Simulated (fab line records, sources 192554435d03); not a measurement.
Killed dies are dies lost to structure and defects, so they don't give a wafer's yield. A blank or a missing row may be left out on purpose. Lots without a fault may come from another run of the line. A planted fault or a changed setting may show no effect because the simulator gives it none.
fab line records | flow n5_finfet
record lots=24 wafers=72 last_day=17
route steps=1938 shown BEOL_M10@1511 BEOL_M11@1538 BEOL_M12@1653
lots that met no fault: from a run of the same line without faults
start_h: hours from the record's first day to the start of the lot's first wafer shown | wait_h: hours since the lot's step before | " the same as in the row above | L1.1+2: a row that stands for several wafers | - no value, or no start given | * or withheld: withheld | < > ~ a bound
route shown NAME@n: a module of which the file shows steps, and the number in the route of the first | usual: mean/standard deviation of fault-free wafers | same: alike in all rows | chamber/n: place in a boat | sites: the reading at each site | _std_site: their standard deviation | _edge_site: outer sites' mean less inner sites' | radius_mm: how far each site lies from the wafer's centre | mask NAME#n: copy n | behind: the tool/chamber that last shaped the wafer | hold: why the lot was held/for how many hours/how that ended | device: the transistor (n, p or np) that didn't switch | end of line: the same wafers' tests at the end of the route | a step without rows: its recipe alone | killed: dies lost to structure and defects at the first sort, not the wafer's yield | map: a wafer's dies, x killed, . not, _ none there
set.NAME: the setting as run; set.NAME@STEP: as run at that earlier step | model.NAME: the simulator's own value behind a step, which no gauge read
steps of the route over a sample of lots; a table a step, a row a wafer
services: from which hour (start_h, from the record's first day; less than 0 if before it) a tool's chamber was out of use, for how many hours, and why
## steps
# step N5_BEOL_M10_STRIP_36
# recipe chemistry=N2/H2 power_w=450 temp_c=40 pressure_mtorr=20 rf_frequency_hz=6e+07 overash_fraction=0.3 bias_power_w=7 h2_frac=0.5 n2_flow_sccm=200 h2_flow_sccm=200
# usual drypump_motor_current_A=5.8/0.32 oes_product_au=0.79/0.093 power_w=450.2/1.4 rf_vpp_V=59.2/2 showerhead_plenum_p_Torr=2.56/0.081 throttle_valve_pct=23.6/0.32
# columns lot.wafer tool chamber start_h wait_h drypump_motor_current_A oes_product_au power_w rf_hours_counter_h rf_vpp_V showerhead_plenum_p_Torr throttle_valve_pct
L074.4 rie_diel-03 1 202.60 0.0 5.4 0.74 449.6 174 61.7 2.42 23.3
L074.5 " 2 " " 5.8 0.87 446.3 - 58.4 2.68 23.2
L074.6 " 1 " " 5.4 0.73 449.3 - 59.7 2.42 23.3
L075.1 rie_diel-05 2 220.12 0.0 5.5 0.84 450.2 67 58.3 2.56 23.5
L075.3 " 1 " " 5.5 0.69 451.4 200 60.9 2.63 23.8
L075.6 " 1 " " 5.5 0.69 450.4 - 63.7 2.63 23.8
L077.1 rie_diel-05 0 231.25 0.0 5.6 0.83 450.6 54 59.8 2.68 23.1
L077.2 " 1 " " 5.5 0.68 448.9 204 63.1 2.63 23.8
L077.5 " 0 " " 5.7 0.83 451.8 - 63.0 2.68 23.2
L076.1 rie_diel-05 1 231.71 0.0 5.5 0.70 448.8 205 58.9 2.63 23.8
L076.3 " 3 " " 5.8 0.81 448.1 73 58.6 2.45 23.4
L076.5 " 2 " " 5.5 0.85 451.0 - 60.3 2.56 23.5
L078.1 rie_diel-05 3 248.25 0.0 5.9 0.81 449.4 78 60.1 2.45 23.5
L078.3 " 0 " " 5.6 0.83 449.3 59 59.6 2.68 23.2
L078.5 " 2 " " 5.5 0.82 449.4 - 60.3 2.56 23.5
L080.1 rie_diel-05 3 248.85 0.0 5.8 0.81 449.1 78 59.4 2.45 23.4
L080.4 " 0 " " 5.6 0.83 451.6 59 63.8 2.68 23.2
L080.6 " 2 " " 5.5 0.82 448.8 - 57.1 2.56 23.5
L079.2 rie_diel-03 1 251.43 0.0 5.4 0.72 449.8 194 57.8 2.42 23.3
L079.4 " 3 " " 5.6 0.70 449.6 206 57.0 2.51 23.9
L079.5 " 3 " " 5.6 0.71 449.8 - 58.1 2.52 23.9
L081.3 rie_diel-04 3 251.65 0.0 6.2 0.73 449.0 205 61.1 2.52 23.9
L081.4 " 2 " " 6.1 0.73 448.7 - 59.6 2.53 24.4
L081.5 " 3 " " 6.2 0.73 449.4 - 54.1 2.52 23.9
L082.2 rie_diel-05 3 271.19 0.0 5.8 0.79 450.2 88 58.6 2.45 23.5
L082.3 " 2 " " 5.5 0.82 450.5 86 58.6 2.56 23.6
L082.6 " 3 " " 5.8 0.82 449.7 - 58.6 2.44 23.5
L083.3 rie_diel-04 0 276.37 0.0 6.3 0.99 452.8 4 59.4 2.61 23.5
L083.4 " 2 " " 6.1 0.72 449.9 201 59.1 2.53 24.4
L083.5 " 1 " " 6.5 0.88 451.5 - 59.8 2.59 23.5
L084.4 rie_diel-04 1 278.65 0.0 6.5 0.90 448.2 27 61.7 2.59 23.5
L084.5 " 0 " " 6.3 0.98 450.5 - 61.1 2.61 23.5
L084.6 " 3 " " 6.3 0.73 450.7 - 57.5 2.51 23.9
L085.2 rie_diel-04 1 279.16 0.0 6.4 0.92 451.1 27 55.7 2.59 23.5
L085.4 " 2 " " 6.1 0.73 452.7 202 60.0 2.53 24.4
L085.5 " 0 " " 6.3 0.99 451.0 - 55.4 2.61 23.5
L087.1 rie_diel-04 0 282.00 0.0 6.3 0.98 450.1 6 62.3 2.60 23.5
L087.2 " 3 " " 6.3 0.70 451.1 216 57.0 2.51 23.9
L087.3 " 1 " " 6.5 0.90 453.5 27 58.2 2.59 23.5
L086.1 rie_diel-03 1 286.22 0.0 5.4 0.71 450.4 205 59.3 2.41 23.4
L086.2 " 0 " " 5.7 0.96 447.5 14 57.4 2.59 23.6
L086.6 " 2 " " 5.8 0.84 448.9 - 59.5 2.67 23.3
L088.1 rie_diel-05 2 304.97 0.0 5.5 0.78 450.9 98 55.6 2.55 23.6
L088.4 " 1 " " 5.5 0.66 451.7 231 55.8 2.62 23.8
L088.5 " 3 " " 5.9 0.79 447.4 - 61.5 2.44 23.5
L089.1 rie_diel-05 2 308.16 0.0 5.5 0.80 450.5 99 55.3 2.55 23.6
L089.3 " 0 " " 5.6 0.80 448.5 76 58.1 2.67 23.2
L089.6 " 0 " " 5.6 0.80 450.5 - 64.6 2.67 23.2
L090.3 rie_diel-04 3 312.94 0.0 6.2 0.71 449.1 226 60.8 2.51 23.9
L090.4 " 2 " " 6.1 0.71 450.1 212 57.5 2.52 24.4
L090.6 " 2 " " 6.1 0.70 449.9 - 60.1 2.52 24.4
L091.1 rie_diel-03 2 330.12 0.0 5.8 0.82 450.3 101 56.8 2.66 23.3
L091.2 " 0 " " 5.7 0.92 449.4 28 61.4 2.59 23.6
L091.6 " 1 " " 5.4 0.70 451.9 - 60.4 2.41 23.3
L092.1 rie_diel-05 1 339.43 0.0 5.5 0.66 448.2 243 59.6 2.61 23.8
L092.2 " 0 " " 5.6 0.80 450.7 87 58.4 2.67 23.2
L092.3 " 2 " " 5.5 0.79 450.2 109 61.4 2.55 23.6
L095.1 rie_diel-03 3 346.68 0.0 5.5 0.69 449.0 235 62.5 2.50 24.0
L095.4 " 2 " " 5.7 0.81 448.8 109 57.8 2.66 23.2
L095.5 " 3 " " 5.6 0.69 448.3 - 59.3 2.50 23.9
L097.2 rie_diel-03 1 347.32 0.0 5.5 0.69 448.9 226 57.7 2.40 23.3
L097.3 " 0 " " 5.7 0.92 453.2 35 57.7 2.59 23.6
L097.6 " 3 " " 5.5 0.70 449.8 - 59.9 2.50 24.0
L093.3 rie_diel-03 3 349.29 0.0 5.6 0.67 450.7 237 54.4 2.50 23.9
L093.4 " 1 " " 5.4 0.69 450.6 227 57.7 2.40 23.4
L093.6 " 3 " " 5.5 0.68 451.9 - 57.1 2.50 23.9
L094.1 rie_diel-03 2 351.29 0.0 5.8 0.81 449.9 111 60.8 2.66 23.3
L094.4 " 1 " " 5.5 0.69 453.9 228 58.8 2.40 23.4
L094.6 " 2 " " 5.7 0.79 451.8 - 60.1 2.66 23.3
L096.3 rie_diel-04 0 364.02 0.0 6.3 0.92 448.0 29 58.5 2.59 23.5
L096.4 " 1 " " 6.4 0.87 450.4 51 57.9 2.58 23.6
L096.6 " 0 " " 6.2 0.93 451.0 - 60.0 2.60 23.5
# step N5_BEOL_M10_ANNEAL_51
# recipe temp_c=225 time_s=90 ambient=N2
# usual wafer_temp_C_max=226.0/0.37
# columns lot.wafer tool chamber start_h wait_h wafer_temp_C_max
L074.4 rtp_anneal-01 0 204.64 0.3 225.7
L074.5 " 0 " " 225.9
L074.6 " 0 " " 225.9
L075.1 rtp_anneal-02 0 222.11 0.1 226.5
L075.3 " 0 " " 226.6
L075.6 " 0 " " 226.5
L077.1 rtp_anneal-02 0 234.66 0.1 226.8
L077.2 " 0 " " 226.3
L077.5 " 0 " " 226.0
L076.1 rtp_anneal-01 0 235.25 0.2 226.0
L076.3 " 0 " " 226.0
L076.5 " 0 " " 225.7
L078.1 rtp_anneal-01 0 251.99 0.2 225.8
L078.3 " 0 " " 225.7
L078.5 " 0 " " 226.0
L080.1 rtp_anneal-02 0 252.27 0.2 226.2
L080.4 " 0 " " 226.1
L080.6 " 0 " " 226.1
L079.2 rtp_anneal-02 0 253.65 0.2 226.7
L079.4 " 0 " " 226.9
L079.5 " 0 " " 226.5
L081.3 rtp_anneal-01 0 254.19 0.1 225.6
L081.4 " 0 " " 225.7
L081.5 " 0 " " 225.9
L082.2 rtp_anneal-02 0 273.22 0.1 226.9
L082.3 " 0 " " 226.6
L082.6 " 0 " " 226.6
L083.3 rtp_anneal-01 0 278.43 0.1 226.3
L083.4 " 0 " " 226.0
L083.5 " 0 " " 225.7
L084.4 rtp_anneal-01 0 282.52 0.2 225.9
L084.5 " 0 " " 225.8
L084.6 " 0 " " 225.6
L085.2 rtp_anneal-01 0 283.26 0.1 226.0
L085.4 " 0 " " 225.9
L085.5 " 0 " " 225.7
L087.1 rtp_anneal-01 0 285.85 0.1 225.6
L087.2 " 0 " " 225.7
L087.3 " 0 " " 225.9
L086.1 rtp_anneal-02 0 288.05 0.1 226.4
L086.2 " 0 " " 226.7
L086.6 " 0 " " 226.5
L088.1 rtp_anneal-01 0 308.71 0.1 225.4
L088.4 " 0 " " 225.8
L088.5 " 0 " " 226.1
L089.1 rtp_anneal-01 0 312.04 0.1 225.8
L089.3 " 0 " " 225.9
L089.6 " 0 " " 226.1
L090.3 rtp_anneal-01 0 315.27 0.5 225.6
L090.4 " 0 " " 225.4
L090.6 " 0 " " 225.8
L091.1 rtp_anneal-02 0 331.93 0.1 226.4
L091.2 " 0 " " 226.1
L091.6 " 0 " " 226.1
L092.1 rtp_anneal-01 0 342.34 0.7 225.6
L092.2 " 0 " " 226.0
L092.3 " 0 " " 225.6
L095.1 rtp_anneal-02 0 348.41 0.1 226.4
L095.4 " 0 " " 226.1
L095.5 " 0 " " 226.3
L097.2 rtp_anneal-01 0 350.34 0.3 225.8
L097.3 " 0 " " 225.8
L097.6 " 0 " " 225.8
L093.3 rtp_anneal-01 0 352.82 0.6 225.5
L093.4 " 0 " " 225.8
L093.6 " 0 " " 225.5
L094.1 rtp_anneal-02 0 353.58 0.4 226.7
L094.4 " 0 " " 226.3
L094.6 " 0 " " 226.5
L096.3 rtp_anneal-02 0 366.44 0.2 226.2
L096.4 " 0 " " 226.4
L096.6 " 0 " " 226.1
# step N5_BEOL_M11_THK_MEAS_01
# recipe reads=SiCOH_lowk_of_BEOL_M11_ILD_DEP_00
# usual M11_ILD_THK=267/3.2
# columns lot.wafer tool chamber start_h wait_h M11_ILD_THK[nm]
L074.4 film_metro-01 - 206.07 0.2 273
L074.5 " - " " 274
L074.6 " - " " 273
L075.1 film_metro-02 - 223.55 0.4 269
L075.3 " - " " 275
L075.6 " - " " 273
L077.1 film_metro-02 - 236.07 0.4 265
L077.2 " - " " 267
L077.5 " - " " 268
L076.1 film_metro-02 - 237.16 0.8 263
L076.3 " - " " 269
L076.5 " - " " 271
L078.1 film_metro-02 - 253.38 0.4 266
L078.3 " - " " 267
L078.5 " - " " 273
L080.1 film_metro-02 - 254.16 0.8 262
L080.4 " - " " 267
L080.6 " - " " 264
L079.2 film_metro-01 - 255.00 0.4 263
L079.4 " - " " 271
L079.5 " - " " 269
L081.3 film_metro-01 - 255.54 0.3 265
L081.4 " - " " 269
L081.5 " - " " 268
L082.2 film_metro-02 - 274.56 0.4 266
L082.3 " - " " 268
L082.6 " - " " 270
L083.3 film_metro-01 - 279.84 0.3 264
L083.4 " - " " 268
L083.5 " - " " 263
L084.4 film_metro-01 - 283.80 0.2 268
L084.5 " - " " 272
L084.6 " - " " 271
L085.2 film_metro-02 - 284.63 0.4 264
L085.4 " - " " 267
L085.5 " - " " 266
L087.1 film_metro-02 - 287.52 0.4 261
L087.2 " - " " 263
L087.3 " - " " 262
L086.1 film_metro-01 - 289.43 0.4 264
L086.2 " - " " 264
L086.6 " - " " 267
L088.1 film_metro-01 - 310.09 0.4 263
L088.4 " - " " 270
L088.5 " - " " 268
L089.1 film_metro-01 - 313.42 0.4 267
L089.3 " - " " 264
L089.6 " - " " 270
L090.3 film_metro-02 - 316.56 0.3 267
L090.4 " - " " 267
L090.6 " - " " 269
L091.1 film_metro-01 - 333.31 0.4 266
L091.2 " - " " 264
L091.6 " - " " 270
L092.1 film_metro-02 - 343.77 0.4 260
L092.2 " - " " 261
L092.3 " - " " 263
L095.1 film_metro-02 - 349.79 0.4 263
L095.4 " - " " 266
L095.5 " - " " 265
L097.2 film_metro-01 - 351.68 0.4 263
L097.3 " - " " 261
L097.6 " - " " 268
L093.3 film_metro-01 - 354.18 0.3 268
L093.4 " - " " 270
L093.6 " - " " 272
L094.1 film_metro-01 - 354.99 0.4 267
L094.4 " - " " 267
L094.6 " - " " 266
L096.3 film_metro-01 - 367.73 0.3 262
L096.4 " - " " 268
L096.6 " - " " 266
# step N5_BEOL_M12_CMP_49
# recipe stop_on=SiOC t_overpolish_s=20.6 down_force_psi=1 platen_rpm=50 clearing_platen_down_force_psi=1.5 clearing_platen_rpm=50 post_cmp_clean=cu_alkaline target_thk_nm=320 clearing_platen_pad_velocity_m_s=0.99484 pad_velocity_m_s=0.99484
# usual barrier_field_endpoint_s=30.2/0.6 motor_current_A=6.0/0.61 overpolish_run_s=20.600/0.0092
# columns lot.wafer tool chamber start_h wait_h barrier_field_endpoint_s motor_current_A overpolish_run_s
L074.4 cmp-01 3 220.34 0.2 30.7 5.5 20.606
L074.5 " 2 " " 30.4 5.7 20.610
L074.6 " 3 " " 30.4 6.2 20.607
L075.3 cmp-04 1 236.99 0.2 31.3 6.6 20.591
L075.1 " 2 " " 30.2 5.8 20.598
L075.6 " 0 " " 30.8 7.6 20.601
L077.2 cmp-02 2 246.94 0.2 28.9 5.8 20.610
L077.1 " 1 " " 31.1 6.3 20.607
L077.5 " 3 " " 29.8 5.8 20.612
L076.1 cmp-01 0 249.79 0.3 29.4 6.1 20.599
L076.3 " 2 " " 29.8 5.7 20.608
L076.5 " 0 " " 30.0 5.9 20.581
L078.1 cmp-04 2 263.94 0.3 29.6 6.1 20.612
L078.3 " 3 " " 29.4 5.4 20.586
L078.5 " 1 " " 30.0 6.2 20.617
L080.1 cmp-01 1 269.67 0.3 30.1 5.7 20.605
L080.4 " 2 " " 29.1 5.6 20.599
L080.6 " 0 " " 30.2 5.8 20.589
L079.4 cmp-01 3 270.22 0.1 30.1 5.8 20.593
L079.2 " 0 " " 30.6 5.7 20.604
L079.5 " 0 " " 30.0 5.7 20.609
L081.4 cmp-02 0 270.49 0.1 30.4 5.0 20.590
L081.3 " 1 " " 30.0 6.3 20.599
L081.5 " 0 " " 29.9 5.0 20.599
L082.3 cmp-02 3 287.68 0.2 30.3 5.9 20.591
L082.2 " 0 " " 29.7 4.9 20.600
L082.6 " 2 " " 29.8 6.0 20.585
L083.4 cmp-04 2 294.08 0.2 30.2 5.8 20.599
L083.3 " 0 " " 31.0 7.5 20.583
L083.5 " 2 " " 30.3 5.8 20.605
L084.4 cmp-04 0 295.37 0.1 30.2 8.1 20.616
L084.6 " 0 " " 29.8 7.8 20.597
L084.5 " 1 " " 30.1 6.7 20.601
L085.4 cmp-02 0 299.95 0.1 31.1 5.1 20.586
L085.2 " 3 " " 30.3 6.1 20.589
L085.5 " 1 " " 30.3 6.3 20.615
L086.2 cmp-02 1 300.25 0.3 30.2 6.1 20.610
L086.1 " 2 " " 30.8 5.9 20.597
L086.6 " 3 " " 30.9 6.2 20.621
L087.2 cmp-02 1 305.99 0.2 29.6 6.3 20.592
L087.3 " 2 " " 29.3 6.0 20.607
L087.1 " 0 " " 30.2 5.0 20.611
L089.1 cmp-04 2 326.17 0.3 29.7 6.2 20.618
L089.3 " 3 " " 30.3 5.3 20.591
L089.6 " 2 " " 30.3 6.2 20.603
L088.1 cmp-02 3 326.54 0.3 30.7 6.1 20.617
L088.4 " 0 " " 31.0 5.1 20.605
L088.5 " 2 " " 29.5 5.9 20.599
L090.4 cmp-02 1 329.42 0.1 29.5 6.7 20.606
L090.3 " 2 " " 30.1 5.7 20.597
L090.6 " 2 " " 29.6 5.9 20.593
L091.1 cmp-02 0 347.65 0.3 30.1 5.0 20.594
L091.2 " 1 " " 30.6 6.4 20.589
L091.6 " 3 " " 29.7 5.8 20.590
L092.2 cmp-01 2 354.21 0.2 29.5 5.5 20.601
L092.3 " 0 " " 29.0 5.8 20.605
L092.1 " 1 " " 29.9 5.8 20.606
L095.1 cmp-02 2 362.01 0.3 30.2 5.8 20.595
L095.4 " 0 " " 30.3 4.8 20.602
L095.5 " 3 " " 30.7 6.0 20.602
L097.3 cmp-01 0 362.09 0.2 30.1 5.9 20.598
L097.2 " 3 " " 30.5 6.2 20.601
L097.6 " 1 " " 30.5 5.7 20.612
L094.1 cmp-02 2 367.57 0.3 29.8 5.8 20.589
L094.4 " 0 " " 30.4 5.0 20.598
L094.6 " 3 " " 30.1 6.4 20.613
L093.4 cmp-04 3 368.90 0.2 31.0 5.3 20.599
L093.3 " 0 " " 31.3 7.8 20.596
L093.6 " 1 " " 32.4 6.3 20.587
L096.3 cmp-02 0 382.19 0.2 31.0 4.9 20.591
L096.4 " 2 " " 30.3 5.8 20.597
L096.6 " 0 " " 30.7 5.2 20.601
# step N5_BEOL_M12_RS_MEAS_54
# recipe thk_meas_gauge=four-point-probe reads=Cu_of_BEOL_M12_ECD_47+Ta_of_BEOL_M12_SPUTTER_44+TaN_of_BEOL_M12_SPUTTER_43
# usual M12_RS=0.0598/0.00079
# columns lot.wafer tool chamber start_h wait_h M12_RS[ohm/sq]
L074.4 film_metro-02 - 220.73 0.0 0.0603
L074.5 " - " " 0.0608
L074.6 " - " " 0.0614
L075.1 film_metro-02 - 237.37 0.0 0.0601
L075.3 " - " " 0.0596
L075.6 " - " " 0.0600
L077.1 film_metro-02 - 247.36 0.0 0.0605
L077.2 " - " " 0.0603
L077.5 " - " " 0.0592
L076.1 film_metro-01 - 250.18 0.0 0.0589
L076.3 " - " " 0.0607
L076.5 " - " " 0.0603
L078.1 film_metro-02 - 264.32 0.0 0.0588
L078.3 " - " " 0.0595
L078.5 " - " " 0.0605
L080.1 film_metro-01 - 270.05 0.0 0.0593
L080.4 " - " " 0.0598
L080.6 " - " " 0.0591
L079.2 film_metro-02 - 270.64 0.0 0.0601
L079.4 " - " " 0.0594
L079.5 " - " " 0.0590
L081.3 film_metro-02 - 270.94 0.0 0.0596
L081.4 " - " " 0.0594
L081.5 " - " " 0.0610
L082.2 film_metro-01 - 288.03 0.0 0.0605
L082.3 " - " " 0.0594
L082.6 " - " " 0.0591
L083.3 film_metro-02 - 294.47 0.0 0.0590
L083.4 " - " " 0.0590
L083.5 " - " " 0.0603
L084.4 film_metro-01 - 295.79 0.0 0.0604
L084.5 " - " " 0.0605
L084.6 " - " " 0.0594
L085.2 film_metro-02 - 300.41 0.1 0.0590
L085.4 " - " " 0.0615
L085.5 " - " " 0.0599
L086.1 film_metro-02 - 300.63 0.1 0.0585
L086.2 " - " " 0.0587
L086.6 " - " " 0.0606
L087.1 film_metro-01 - 306.41 0.0 0.0600
L087.2 " - " " 0.0600
L087.3 " - " " 0.0581
L089.1 film_metro-02 - 326.55 0.0 0.0598
L089.3 " - " " 0.0590
L089.6 " - " " 0.0620
L088.1 film_metro-01 - 326.92 0.0 0.0601
L088.4 " - " " 0.0603
L088.5 " - " " 0.0607
L090.3 film_metro-01 - 329.84 0.0 0.0601
L090.4 " - " " 0.0597
L090.6 " - " " 0.0591
L091.1 film_metro-02 - 348.03 0.0 0.0612
L091.2 " - " " 0.0598
L091.6 " - " " 0.0595
L092.1 film_metro-01 - 354.64 0.0 0.0605
L092.2 " - " " 0.0592
L092.3 " - " " 0.0586
L095.1 film_metro-01 - 362.45 0.1 0.0601
L095.4 " - " " 0.0598
L095.5 " - " " 0.0596
L097.2 film_metro-01 - 362.51 0.0 0.0593
L097.3 " - " " 0.0594
L097.6 " - " " 0.0608
L094.1 film_metro-01 - 367.99 0.0 0.0607
L094.4 " - " " 0.0606
L094.6 " - " " 0.0590
L093.3 film_metro-02 - 369.25 0.0 0.0587
L093.4 " - " " 0.0599
L093.6 " - " " 0.0589
L096.3 film_metro-01 - 382.63 0.0 0.0612
L096.4 " - " " 0.0593
L096.6 " - " " 0.0606
# step N5_BEOL_M12_INSPECT_55
# recipe inspect_instrument=darkfield mode=post_dep
# usual raw_defect_count=75/25
# columns lot.wafer tool chamber start_h wait_h raw_defect_count
L074.4 defect_inspect-02 - 220.75 0.0 125
L074.5 " - " " 56
L074.6 " - " " 60
L075.1 defect_inspect-02 - 237.39 0.0 85
L075.3 " - " " 62
L075.6 " - " " 79
L077.1 defect_inspect-02 - 247.39 0.0 57
L077.2 " - " " 103
L077.5 " - " " 78
L076.1 defect_inspect-01 - 250.20 0.0 45
L076.3 " - " " 48
L076.5 " - " " 59
L078.1 defect_inspect-02 - 264.35 0.0 53
L078.3 " - " " 39
L078.5 " - " " 56
L080.1 defect_inspect-01 - 270.07 0.0 117
L080.4 " - " " 65
L080.6 " - " " 91
L079.2 defect_inspect-02 - 270.67 0.0 86
L079.4 " - " " 55
L079.5 " - " " 41
L081.3 defect_inspect-02 - 270.97 0.0 68
L081.4 " - " " 82
L081.5 " - " " 56
L082.2 defect_inspect-02 - 288.05 0.0 56
L082.3 " - " " 97
L082.6 " - " " 62
L083.3 defect_inspect-02 - 294.49 0.0 82
L083.4 " - " " 81
L083.5 " - " " 84
L084.4 defect_inspect-01 - 295.82 0.0 50
L084.5 " - " " 49
L084.6 " - " " 44
L085.2 defect_inspect-01 - 300.44 0.0 68
L085.4 " - " " 28
L085.5 " - " " 58
L086.1 defect_inspect-01 - 300.65 0.0 156
L086.2 " - " " 105
L086.6 " - " " 111
L087.1 defect_inspect-01 - 306.44 0.0 51
L087.2 " - " " 54
L087.3 " - " " 65
L089.1 defect_inspect-01 - 326.57 0.0 49
L089.3 " - " " 95
L089.6 " - " " 64
L088.1 defect_inspect-01 - 326.95 0.0 77
L088.4 " - " " 70
L088.5 " - " " 73
L090.3 defect_inspect-02 - 329.87 0.0 102
L090.4 " - " " 101
L090.6 " - " " 124
L091.1 defect_inspect-01 - 348.05 0.0 85
L091.2 " - " " 60
L091.6 " - " " 94
L092.1 defect_inspect-01 - 354.67 0.0 58
L092.2 " - " " 66
L092.3 " - " " 45
L095.1 defect_inspect-01 - 362.47 0.0 64
L095.4 " - " " 89
L095.5 " - " " 95
L097.2 defect_inspect-01 - 362.54 0.0 63
L097.3 " - " " 78
L097.6 " - " " 129
L094.1 defect_inspect-01 - 368.01 0.0 98
L094.4 " - " " 114
L094.6 " - " " 93
L093.3 defect_inspect-01 - 369.27 0.0 132
L093.4 " - " " 76
L093.6 " - " " 67
L096.3 defect_inspect-01 - 382.65 0.0 61
L096.4 " - " " 70
L096.6 " - " " 61
## services
# columns tool chamber start_h hours kind
cmp-02 - 202.10 0.9 repair
cmp-04 - 202.11 4.0 pm
cmp-04 - 207.42 3.5 pm
cmp-02 - 213.47 1.6 repair
rie_diel-05 0 219.57 8.4 repair
cmp-02 - 225.03 1.2 repair
rie_diel-05 2 241.26 2.6 repair
cmp-02 - 253.86 1.7 repair
rie_diel-05 0 255.58 11.1 repair
cmp-02 - 263.48 4.0 pm
cmp-01 - 264.83 4.0 pm
rie_diel-04 0 266.18 6.3 repair
cmp-01 - 278.43 11.6 pm
cmp-02 - 282.39 0.8 repair
cmp-04 - 299.89 2.2 repair
rie_diel-05 - 299.94 2.8 pm
rie_diel-03 - 321.59 0.2 repair
rie_diel-03 3 327.58 11.6 repair
rie_diel-04 1 328.03 7.2 repair
cmp-01 - 333.78 6.5 pm
rtp_anneal-02 - 349.78 3.7 pm
rie_diel-04 3 367.57 8.4 repair
cmp-02 - 373.27 5.7 pm
cmp-02 - 381.30 0.8 repair
## key
fault none
